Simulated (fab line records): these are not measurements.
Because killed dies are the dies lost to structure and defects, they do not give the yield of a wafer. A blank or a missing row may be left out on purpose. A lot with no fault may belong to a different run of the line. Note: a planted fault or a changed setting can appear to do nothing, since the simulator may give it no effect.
Matching of chambers	flow n5-finfet	N5_BEOL_M8_DESCUM_33 on rie-diel-06: 4 sister chambers
The step chemistry O2, time 7 s. 18 wafers are shown with their chamber, then 9 later ones without.

## WAFERS WITH THEIR CHAMBER
wafer	chamber	showerhead-plenum-p-Torr (Torr)	throttle-valve-pct (%)	drypump-motor-current-A (A)
L074.2	1	2.24	20.30	6.0
L074.3	3	2.07	20.77	5.7
L074.6	3	2.07	20.75	5.7
L076.1	1	2.24	20.30	6.0
L076.4	1	2.24	20.30	6.0
L076.6	0	2.16	20.30	5.1
L077.2	0	2.15	20.29	5.1
L077.5	2	2.14	20.23	5.6
L077.6	3	2.07	20.77	5.7
L084.3	1	2.23	20.35	6.1
L084.4	2	2.13	20.27	5.5
L084.5	0	2.15	20.33	5.1
L085.1	3	2.06	20.80	5.7
L085.4	0	2.15	20.33	5.2
L085.5	3	2.06	20.78	5.6
L086.1	1	2.23	20.33	6.1
L086.2	2	2.13	20.26	5.5
L086.5	0	2.15	20.34	5.2

SIGNATURES (means of the wafers above)
reading	chamber 0	chamber 1	chamber 2	chamber 3	scatter within a chamber
showerhead-plenum-p-Torr	2.1520	2.2360	2.1333	2.0660	0.00526
throttle-valve-pct	20.3180	20.3160	20.2533	20.7740	0.021
drypump-motor-current-A	5.140	6.040	5.533	5.680	0.0526
Rule: for a wafer and a chamber, the distance is found by dividing, reading by reading, the gap between the wafer's reading and the chamber's mean by the reading's scatter, squaring, summing and taking the root. If the next closest chamber is less than 2 further off than the closest, the wafer can't be placed; otherwise it belongs to the closest. The scatter: take each reading less its chamber's mean, square it, sum over the shown wafers, divide by the number of wafers less the number of chambers, and take the root.

## WAFERS WITHOUT THEIR CHAMBER
wafer	showerhead-plenum-p-Torr (Torr)	throttle-valve-pct (%)	drypump-motor-current-A (A)
L087.3	2.15	20.32	5.2
L087.4	2.23	20.35	6.0
L087.6	2.23	20.33	6.1
L091.1	2.13	20.30	5.6
L091.3	2.06	20.81	5.7
L091.4	2.14	20.34	5.1
L096.2	2.22	20.37	6.1
L096.3	2.13	20.30	5.6
L096.4	2.05	20.84	5.7

## WHICH CHAMBER EACH WENT THROUGH
wafer	from the rows above	in truth
L087.3	0	0
L087.4	1	1
L087.6	1	1
L091.1	2	2
L091.3	3	3
L091.4	0	0
L096.2	1	1
L096.3	2	2
L096.4	3	3
Correct placement for 9 of the 9. Left unplaced by these rows: 0. Wrongly placed: 0.
